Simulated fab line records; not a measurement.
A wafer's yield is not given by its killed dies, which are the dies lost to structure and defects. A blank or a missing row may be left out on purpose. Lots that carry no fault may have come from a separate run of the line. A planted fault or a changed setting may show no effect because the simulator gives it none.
Which tool was responsible? ; flow n5-finfet ; Sampling: 9 lots, 27 wafers, 5 of 1938 route steps

WHAT EACH GAUGE READ, for each wafer
N5_BEOL_M15_CD_MEAS_10 targets a cd of 360 nm. Usual: cd-nm at 360.2 nm, with a standard deviation of 1.2.
lot;measured;on;cd-nm (nm);flag
L422;day 12 05:44;cd-sem-01;358.3 359.8 359.6;
L423;day 12 13:05;cd-sem-03;359.8 360.0 359.7;
L424;day 13 16:23;cd-sem-02;360.9 361.7 361.3;
L429;day 14 12:01;cd-sem-02;360.2 357.6 358.4;
L433;day 15 02:40;cd-sem-02;359.2 360.0 359.2;
L432;day 15 16:49;cd-sem-02;359.9 360.1 360.3;
L441;day 17 14:13;cd-sem-03;359.6 361.1 359.1;
L443;day 18 13:01;cd-sem-03;360.7 359.0 360.7;
L444;day 18 19:49;cd-sem-01;360.2 360.7 361.0;

TOOL THAT RAN EACH LOT (tool first, then ch and the chambers of the sampled wafers, then the start)
lot;N5_BEOL_M14_ETCH_59;N5_BEOL_M14_VIA_ETCH_16;N5_BEOL_M14_SPUTTER_43;N5_BEOL_M14_CMP_49
L422;rie-diel-05 ch 1,2, day 12 00:54;rie-diel-05 ch 1,2, day 12 00:57;pvd-sputter-02, day 12 03:14;cmp-03 ch 0,2, day 12 04:36
L423;rie-diel-02 ch 2,3, day 12 09:26;rie-diel-02 ch 2,3, day 12 09:29;pvd-sputter-02, day 12 11:16;cmp-03 ch 0,1, day 12 12:04
L424;rie-diel-04 ch 0,1, day 13 07:52;rie-diel-04 ch 0,1, day 13 07:55;pvd-sputter-03, day 13 13:48;cmp-01 ch 0,1,3, day 13 15:18
L429;rie-diel-02 ch 2,3, day 14 05:59;rie-diel-02 ch 2,3, day 14 06:02;pvd-sputter-02, day 14 08:23;cmp-01 ch 1,2,3, day 14 11:03
L433;rie-diel-05 ch 0,1, day 14 22:09;rie-diel-05 ch 0,1, day 14 22:12;pvd-sputter-02, day 15 00:06;cmp-01 ch 0,3, day 15 01:30
L432;rie-diel-05 ch 0,1, day 15 11:25;rie-diel-05 ch 0,1, day 15 11:28;pvd-sputter-02, day 15 14:57;cmp-04 ch 1,3, day 15 15:46
L441;rie-diel-05 ch 0,2,3, day 17 08:20;rie-diel-05 ch 0,2,3, day 17 08:23;pvd-sputter-01, day 17 12:11;cmp-03 ch 0,1,2, day 17 12:56
L443;rie-diel-04 ch 1,2,3, day 18 05:02;rie-diel-04 ch 1,2,3, day 18 05:05;pvd-sputter-01, day 18 09:57;cmp-03 ch 0,1,2, day 18 11:50
L444;rie-diel-04 ch 1,2,3, day 18 15:22;rie-diel-04 ch 1,2,3, day 18 15:25;pvd-sputter-01, day 18 17:15;cmp-01 ch 1,3, day 18 18:39
- N5_BEOL_M14_ETCH_59: etches BARC in N2/H2, target depth 89 nm, overetch 26.7 nm, time 67.9 s.
- N5_BEOL_M14_VIA_ETCH_16: etches SiO2 in C4F8/O2/Ar, target depth 1231.3 nm.
- N5_BEOL_M14_SPUTTER_43: material TaN, target thk 15 nm, time 24.19 s.
- N5_BEOL_M14_CMP_49: polishes, stops on SiO2, t overpolish 5.2 s, target thk 560 nm.

AS READ BY THE TOOLS THEMSELVES (means over the sampled wafers that have a number; for cases with no such wafer, the mark the record gives instead)
N5_BEOL_M14_ETCH_59. Usual: drypump-motor-current-A 5.9 A, standard deviation 0.35; oes-product-au 0.70 a.u., standard deviation 0.068; rf-vpp-V 525 V, standard deviation 3.5; showerhead-plenum-p-Torr 2.58 Torr, standard deviation 0.12; throttle-valve-pct 17.79 %, standard deviation 0.21.
lot;tool;drypump-motor-current-A (A);oes-product-au (a.u.);rf-vpp-V (V);showerhead-plenum-p-Torr (Torr);throttle-valve-pct (%);flag
L422;rie-diel-05;5.7;0.70;525;2.58;17.86;
L423;rie-diel-02;6.1;0.67;525;2.58;17.82;
L424;rie-diel-04;6.3;0.76;527;2.68;17.60;
L429;rie-diel-02;6.2;0.71;523;2.53;17.82;
L433;rie-diel-05;5.4;0.61;520;2.42;18.02;
L432;rie-diel-05;5.5;0.61;523;2.52;17.90;
L441;rie-diel-05;5.9;0.67;526;2.63;17.82;
L443;rie-diel-04;6.1;0.73;524;2.54;17.73;
L444;rie-diel-04;6.1;0.72;524;2.54;17.73;

N5_BEOL_M14_VIA_ETCH_16. Usual: drypump-motor-current-A 5.9 A, standard deviation 0.35; oes_ar_750_au 0.82 a.u., standard deviation 0.08; oes-product-au 0.74 a.u., standard deviation 0.075; rf-vpp-V 2230 V, standard deviation 12; showerhead-plenum-p-Torr 3.48 Torr, standard deviation 0.15; throttle-valve-pct 30.77 %, standard deviation 0.23.
lot;tool;drypump-motor-current-A (A);oes_ar_750_au (a.u.);oes-product-au (a.u.);rf-vpp-V (V);showerhead-plenum-p-Torr (Torr);throttle-valve-pct (%);flag
L422;rie-diel-05;5.7;0.81;0.74;2240;3.49;30.94;
L423;rie-diel-02;6.1;0.78;0.71;2229;3.47;30.58;
L424;rie-diel-04;6.3;0.89;0.81;2226;3.62;30.62;
L429;rie-diel-02;6.2;0.83;0.75;2234;3.40;30.64;
L433;rie-diel-05;5.5;0.72;0.64;2227;3.28;30.96;
L432;rie-diel-05;5.5;0.71;0.64;2237;3.41;30.78;
L441;rie-diel-05;5.9;0.80;0.71;2237;3.54;30.78;
L443;rie-diel-04;6.1;0.85;0.76;2227;3.43;30.71;
L444;rie-diel-04;6.1;0.84;0.76;2227;3.43;30.73;

N5_BEOL_M14_SPUTTER_43. Usual: bias-v 168.8 V, standard deviation 1.6; throttle-valve-pct 30.0 %, standard deviation 1.1.
lot;tool;bias-v (V);throttle-valve-pct (%);flag
L422;pvd-sputter-02;168.1;30.1;
L423;pvd-sputter-02;168.6;30.7;
L424;pvd-sputter-03;169.9;30.6;
L429;pvd-sputter-02;170.9;30.5;
L433;pvd-sputter-02;169.3;30.8;
L432;pvd-sputter-02;168.2;29.9;
L441;pvd-sputter-01;168.4;29.2;
L443;pvd-sputter-01;167.6;29.6;
L444;pvd-sputter-01;167.3;29.2;

N5_BEOL_M14_CMP_49. Usual: barrier-field-endpoint-s 11.36 s, standard deviation 0.23; edge-zone-pressure-frac 1.000, standard deviation 0.0049; head-pressure-psi 2.000 psi, standard deviation 0.0046; motor-current-A 8.1 A, standard deviation 0.67; pad-life-wafers 1158, standard deviation 510.
lot;tool;barrier-field-endpoint-s (s);edge-zone-pressure-frac;head-pressure-psi (psi);motor-current-A (A);pad-life-wafers;flag
L422;cmp-03;11.23;0.999;1.999;8.6;896;
L423;cmp-03;11.52;1.007;1.999;8.4;955;
L424;cmp-01;11.57;0.997;2.005;7.7;500;
L429;cmp-01;11.06;1.002;2.003;8.0;644;
L433;cmp-01;10.80;1.003;2.006;7.3;782;
L432;cmp-04;10.79;1.001;2.002;8.0;277;
L441;cmp-03;11.18;0.995;2.001;8.8;1819;
L443;cmp-03;10.93;0.999;2.000;8.7;2005;
L444;cmp-01;11.27;1.001;1.997;7.7;1501;

THE ANSWER, worked out from the rows above alone
Rule: a lot is off if the mean of its wafers that have a number lies more than 3 standard deviations from the usual mean. A lot without any number at a reading at which 4 lots or more have one is off too. Any other lot the step has rows for is counted as sound. Order of review: gauges by route order, followed by the tools' own readings, for which a lot's mean as printed above is used. The first step at which some lot is off is used, and at that step the reading that is off furthest; a lot without a number counts as furthest.
Nothing can be told from this: no lot is off at any reading shown.

WHAT THE SIMULATOR HAD PUT IN
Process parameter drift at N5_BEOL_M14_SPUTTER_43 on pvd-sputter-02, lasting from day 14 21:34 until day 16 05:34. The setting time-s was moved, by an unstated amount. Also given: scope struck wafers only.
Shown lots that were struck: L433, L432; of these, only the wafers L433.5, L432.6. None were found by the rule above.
